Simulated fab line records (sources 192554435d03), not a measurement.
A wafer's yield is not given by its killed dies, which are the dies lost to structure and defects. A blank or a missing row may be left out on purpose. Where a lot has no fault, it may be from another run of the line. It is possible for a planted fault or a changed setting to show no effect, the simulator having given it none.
Struck lot and sound lot, side by side | flow n5_finfet | 15 steps out of a route of 1938
Sound: wafers L810.1, L810.2, L810.4. Wafers L821.2, L821.4, L821.5 were the ones struck. At the end, the cause is stated.
Order at every step that has rows: each side's tool, ch and its chambers, its first start. Under that, the readings that differ: sound wafers | struck wafers | difference of the means | sigmas: that difference in standard deviations of wafers without a fault.
alike: a reading whose means differ by less than 2 such deviations, as well as words and numbers matching on both sides. not compared: withheld readings; readings where some wafer has no value; bounds like >300 that might hide an equal value; numbers whose values overlap and for which the record gives no deviation.
The two part at a step that has a row with sigmas, a row that says differs or no value, or rows on one side only. Non-overlapping numbers with no deviation appear without sigmas and do not part them. A reading that every wafer of one side lacks parts them only if that side has two wafers or more.

N5_BEOL_M5_PRE_CLEAN_77: time 15 s.
  sound on cvd_co-01 ch 0,1, day 9 13:05; struck on cvd_co-01 ch 0,1, day 11 21:22
  alike: heater_power_w
N5_BEOL_M5_CO_CAP_78: material Co, precursor CCTBA/H2, target thk 2 nm, time 102.1 s.
  sound on cvd_co-01 ch 0,1, day 9 13:07; struck on cvd_co-01 ch 0,1, day 11 21:25
  alike: heater_power_w
then, 1 step without rows for these wafers: N5_BEOL_M5_PRE_CLEAN_55 (time 15 s).
N5_BEOL_M5_DEP_56: deposits SiCN from 3MS/NH3, target thk 8 nm, time 14 s.
  sound on pecvd-02 ch 0,1, day 9 13:14; struck on pecvd-04 ch 1,2, day 11 21:32
  alike: showerhead_plenum_p_Torr, throttle_valve_pct
N5_BEOL_M5_RS_MEAS_57: measures by four-point-probe.
  sound on film_metro-01, day 9 13:18; struck on film_metro-01, day 11 21:35
  alike: M5_RS
N5_BEOL_M5_INSPECT_58: inspects for defects (darkfield).
  sound on defect_inspect-01, day 9 13:20; struck on defect_inspect-01, day 11 21:37
  alike: raw_defect_count
then, 1 step without rows for these wafers: N5_BEOL_M6_ILD_DEP_00 (deposits SiCOH lowk from DEMS/porogen, target thk 179.75 nm, time 33.4 s).
N5_BEOL_M6_CURE_74: cures SiCOH lowk, time 240 s.
  sound on uv_cure-02 ch 1, day 9 13:27; struck on uv_cure-01 ch 2, day 11 21:48
  alike: lamp_power_pct, wafer_temp_C_max
N5_BEOL_M6_THK_MEAS_01:
  sound on film_metro-01, day 9 13:58; struck on film_metro-02, day 11 22:14
  reading         | sound             | struck            | difference | sigmas
  M6_ILD_THK (nm) | 149.2 151.0 152.2 | 154.3 154.1 157.8 | +4.6       | +2
N5_BEOL_M6_PECVD_70: deposits SiO2 from TEOS/O2, target thk 20 nm, time 22.7 s.
  sound on pecvd-02 ch 0,1,2, day 9 14:00; struck on pecvd-03 ch 0,2, day 11 22:16
  alike: heater_power_w, showerhead_plenum_p_Torr, throttle_valve_pct
then, 2 steps without rows for these wafers: N5_BEOL_M6_HM_DEP_02 (deposits TiN, target thk 20 nm); N5_BEOL_M6_COAT_59 (time 60 s, resist thk 100 nm).
N5_BEOL_M6_COAT_60: time 60 s, resist thk 35 nm.
  sound on litho_track-04 ch 0, day 9 15:43; struck on litho_track-04 ch 0, day 12 00:01
  reading                  | sound                | struck               | difference | sigmas
  heater_power_total_W (W) | 430.3 428.2 428.5    | 457.9 453.1 453.4    | +25.8      | +12
  plate_temp_C (C)         | 220.20 219.99 219.94 | 231.58 231.44 231.50 | +11.46     | +67
then, 2 steps without rows for these wafers: N5_BEOL_M6_COAT_05 (resist thk 90 nm); N5_PASSIVATION_PROBE_49.

== WHERE THEY PART ==
At N5_BEOL_M6_THK_MEAS_01 first; at N5_BEOL_M6_COAT_60 last (within this record only).

WHY: whatever the simulator had introduced
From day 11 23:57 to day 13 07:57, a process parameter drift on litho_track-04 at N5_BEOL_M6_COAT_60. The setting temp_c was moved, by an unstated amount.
